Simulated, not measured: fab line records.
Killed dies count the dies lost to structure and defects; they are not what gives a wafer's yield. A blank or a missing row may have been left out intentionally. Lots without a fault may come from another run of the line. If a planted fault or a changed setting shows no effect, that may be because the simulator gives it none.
Struck lot and sound lot, side by side    flow nand_harc    15 steps out of a route of 1302
Sound: wafers L166.2, L166.3, L166.4. Struck: wafers L171.5, L171.6. (L171.4 of the same lot was not struck and is left out.) The cause comes at the end.
Per side, at each step with rows, come the tool, then ch with its chambers, and then its first start. Under that, the readings that differ: sound wafers    struck wafers    difference of the means    sigmas: that difference in standard deviations of wafers without a fault.
alike: readings whose means differ by less than 2 such deviations, and words and numbers that are the same on both sides. not compared: withheld readings, readings that some wafer has no value for, bounds like >300 that may hide the same value, and numbers for which the record gives no deviation and whose values overlap.
Wherever a step has rows on one side only, a row that says differs or no value, or a row with sigmas, the two part there. Numbers that have no deviation but don't overlap get no sigmas and don't part them. Lack of a reading on every wafer of one side parts them only where that side has two or more wafers.

first, 2 steps without rows for these wafers: NHARC_A_CONTACT_STRIP_100 (strips in CF4/CHF3); NHARC_A_CONTACT_STRIP_101 (strips in O2/COS).
NHARC_A_CONTACT_ETCH_102: etches the open film in CF4/O2, target depth 100 nm, overetch 10 nm, time 55 s.
  sound on rie_diel-13 ch 0,1,3, day 23 17:32; struck on rie_diel-13 ch 0,3, day 24 14:55
reading                 sound              struck       difference                     sigmas
rf_fwd_power_W (W)      295.6 297.3 298.4  295.2 294.6  -2.2                           -2
rf_hours_counter_h (h)  6 6 6              - -          no value on the struck wafers  
  alike: cf4_flow_sccm, drypump_motor_current_A, oes_product_au, rf_vpp_V, showerhead_plenum_p_Torr, throttle_valve_pct
NHARC_A_CONTACT_STRIP_55: strips in O2.
  sound: rie_diel-13 ch 0,1,2; struck: rie_diel-13 ch 2,3
reading                 sound  struck  difference                     sigmas
rf_hours_counter_h (h)  6 6 5  - -     no value on the struck wafers  
  alike: drypump_motor_current_A, oes_product_au, rf_vpp_V, showerhead_plenum_p_Torr, throttle_valve_pct
then, 1 step without rows for these wafers: NHARC_A_CONTACT_STRIP_56 (strips in post etch residue remover, time 600 s).
NHARC_A_CONTACT_DEP_57: deposits aC, target thk 5300 nm.
  sound on acl_dep-03 ch 0, day 23 18:44; struck on acl_dep-01 ch 0, day 24 17:35
reading                 sound                 struck         difference  sigmas
throttle_valve_pct (%)  34.992 35.001 34.987  35.017 35.009  +0.020      +2
NHARC_A_CONTACT_DEP_58: deposits SiON, target thk 90 nm.
  sound on pecvd-01 ch 1,2, day 23 21:27; struck on pecvd-04 ch 1,2, day 24 19:18
  alike: heater_power_outer_w, heater_power_w, rf_fwd_power_W
  not compared: since_wet_clean_h
then, 5 steps without rows for these wafers: NHARC_A_CONTACT_DEHYDRATE_59 (time 120 s); NHARC_A_CONTACT_HMDS_60 (time 30 s); NHARC_A_CONTACT_COAT_61 (time 75 s); NHARC_A_CONTACT_COAT_62 (time 65 s); NHARC_A_CONTACT_COAT_63 (resist thk 90 nm).
NHARC_A_CONTACT_SOFTBAKE_64: time 55 s.
  sound on litho_track-04 ch 0, day 23 21:00; struck on litho_track-01 ch 0, day 24 19:00
reading                   sound                 struck         difference  sigmas
heater_power_total_W (W)  188.48 188.69 188.36  323.20 322.95  +134.56     +99 or more
after that, 1 step had no rows for these wafers: NHARC_A_CONTACT_EBR_65.
-- the record jumps here: 2 days lie between the struck wafers' starts before and after (it left off in module A_CONTACT and takes up again in module END, whose first step shown is number 1302 of the route) --
NHARC_END_SORT_01:
  sound on prober-02 ch 0, day 26 13:19; struck on prober-01 ch 0, day 27 06:44
  alike: killed_at_array, killed_at_other, killed_at_periphery, killed_dies, killed_open, killed_short

== WHERE THEY PART ==
At NHARC_A_CONTACT_ETCH_102 first; at NHARC_A_CONTACT_SOFTBAKE_64 last (within this record only). Later steps at which nothing parts them and some readings are alike: NHARC_END_SORT_01.

WHY: whatever the simulator had introduced
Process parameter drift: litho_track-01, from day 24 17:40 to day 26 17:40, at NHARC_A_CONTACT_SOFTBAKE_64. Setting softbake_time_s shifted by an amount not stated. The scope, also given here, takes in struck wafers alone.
